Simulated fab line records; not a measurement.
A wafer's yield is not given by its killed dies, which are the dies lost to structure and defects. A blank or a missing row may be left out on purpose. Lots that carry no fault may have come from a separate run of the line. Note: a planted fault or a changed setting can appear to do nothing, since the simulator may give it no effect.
2 desks, one fault || flow n5-finfet || each desk holds nothing but its own numbers, with what lay behind them at the end

DESK OF THE TOOL OWNER: ald-sin-04
The tool's own readings at N5_ILD0_ALD_15 (deposits SiNx, target thk 24 nm, pulse time 1 s, ald cycles 480): means of the sampled wafers that have a number, for each lot that ran on this tool. The brackets show how far a lot's mean lies from the usual mean; more than 4 standard deviations puts the lot out of limits, marked OUT.
Columns: A = heater-power-outer-w at N5_ILD0_ALD_15, usual 518 W; B = heater-power-w at N5_ILD0_ALD_15, usual 833 W; C = precursor-pulse-height-rel at N5_ILD0_ALD_15, usual 1.003
{"lot": "L290", "first seen here": "day 3 18:53", "A": 514, "B": 823, "C": 0.997}
{"lot": "L296", "first seen here": "day 5 05:12", "A": 574, "B": 923, "C": 1.012}
{"lot": "L300", "first seen here": "day 6 03:46", "A": 581, "B": 920, "C": 1.013}
{"lot": "L302", "first seen here": "day 6 16:53", "A": 570, "B": 926, "C": 1.004}
This desk's finding: nothing out of limits on any of the 4 lots.

METROLOGY DESK
Lot by lot, what the gauges showed, no matter which tool ran the lot: averages of those sampled wafers that carry a number. The brackets show how far a lot's mean lies from the usual mean; more than 4 standard deviations puts the lot out of limits, marked OUT.
Columns: A = thk-nm at N5_SD_EPI_P_EPI_MEAS_23, usual 60.9 nm
{"lot": "L290", "first seen here": "day 3 13:38", "A": 60.6}
{"lot": "L295", "first seen here": "day 4 17:37", "A": 62.0}
{"lot": "L296", "first seen here": "day 5 00:10", "A": 60.8}
{"lot": "L300", "first seen here": "day 5 22:59", "A": 60.1}
{"lot": "L302", "first seen here": "day 6 10:43", "A": 60.3}
{"lot": "L306", "first seen here": "day 7 10:42", "A": 59.9}
{"lot": "L307", "first seen here": "day 7 20:20", "A": 60.7}
{"lot": "L309", "first seen here": "day 8 08:23", "A": 60.9}
{"lot": "L311", "first seen here": "day 8 20:42", "A": 61.4}
{"lot": "L312", "first seen here": "day 9 01:30", "A": 61.3}
{"lot": "L313", "first seen here": "day 9 04:53", "A": 59.6}
This desk's finding: nothing out of limits on any of the 11 lots.

PUT TOGETHER
Nothing out of limits was seen by the tool owner's desk.
The metrology desk saw nothing out of limits.

WHAT WAS PUT IN BY THE SIMULATOR
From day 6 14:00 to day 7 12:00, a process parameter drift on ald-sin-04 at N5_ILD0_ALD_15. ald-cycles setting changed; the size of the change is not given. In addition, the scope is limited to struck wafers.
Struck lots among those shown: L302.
